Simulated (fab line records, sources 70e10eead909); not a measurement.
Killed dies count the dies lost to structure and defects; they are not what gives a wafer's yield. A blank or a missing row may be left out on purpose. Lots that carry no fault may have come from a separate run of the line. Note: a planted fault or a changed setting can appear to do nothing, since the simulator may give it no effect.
Chamber matching    flow nand-harc    NHARC_P_M0_CMP_23 on cmp-03 has 4 sister chambers
The step polishes, t overpolish 20 s, target thk 117.53 nm. 22 wafers are shown with their chamber, then 11 later ones without.

WAFERS, EACH WITH ITS CHAMBER
wafer   chamber  time-to-endpoint-s (s)  motor-current-A (A)
L074.1  1        30                      12.7
L074.5  3        31                      14.0
L074.6  0        25                      12.2
L075.2  3        26                      12.7
L075.3  2        33                      13.0
L075.4  1        30                      13.5
L079.4  2        33                      12.0
L079.5  0        23                      12.1
L079.6  1        30                      13.5
L083.1  3        30                      13.0
L083.4  2        34                      13.9
L083.6  3        30                      13.5
L084.4  1        27                      13.4
L084.5  2        30                      12.9
L084.6  1        26                      12.7
L085.2  1        27                      13.2
L085.3  3        25                      13.0
L085.5  0        23                      12.4
L086.1  3        28                      14.2
L086.2  2        32                      13.2
L086.3  0        26                      11.7
L088.1  0        21                      11.9

SIGNATURES, as means of the wafers listed above
reading             chamber 0  chamber 1  chamber 2  chamber 3  scatter within a chamber
time-to-endpoint-s  23.60      28.33      32.40      28.33      1.99
motor-current-A     12.060     13.167     13.000     13.400     0.51
Rule: distance of a wafer from a chamber = root of the sum over the readings of ((wafer's reading minus chamber's mean) / reading's scatter) squared. If the next closest chamber is less than 2 further off than the closest, the wafer can't be placed; otherwise it belongs to the closest. The scatter: the root of (the sum of the squares of (reading less its chamber's mean) over the shown wafers, divided by (wafers less chambers)).

WAFERS WITH NO CHAMBER GIVEN
wafer   time-to-endpoint-s (s)  motor-current-A (A)
L088.5  26                      13.2
L088.6  20                      12.4
L090.3  26                      13.3
L090.5  28                      12.8
L090.6  26                      13.6
L093.3  28                      13.9
L093.4  29                      13.0
L093.6  22                      12.2
L096.1  33                      12.7
L096.2  24                      12.2
L096.5  29                      13.6

EACH ONE'S CHAMBER
wafer   from the rows above                in truth
L088.5  can't be placed: 1 or 3 or 0       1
L088.6  0                                  0
L090.3  can't be placed: 3 or 1 or 0       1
L090.5  can't be placed: 1 or 3 or 2 or 0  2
L090.6  can't be placed: 3 or 1            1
L093.3  can't be placed: 3 or 1 or 2       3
L093.4  can't be placed: 1 or 3 or 2       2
L093.6  0                                  0
L096.1  can't be placed: 2 or 1            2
L096.2  0                                  0
L096.5  can't be placed: 3 or 1 or 2       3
Placed correctly: 3 of 11. Can't be placed from these rows: 8 (the true chamber is among the candidates in 8). Placed wrongly: 0.
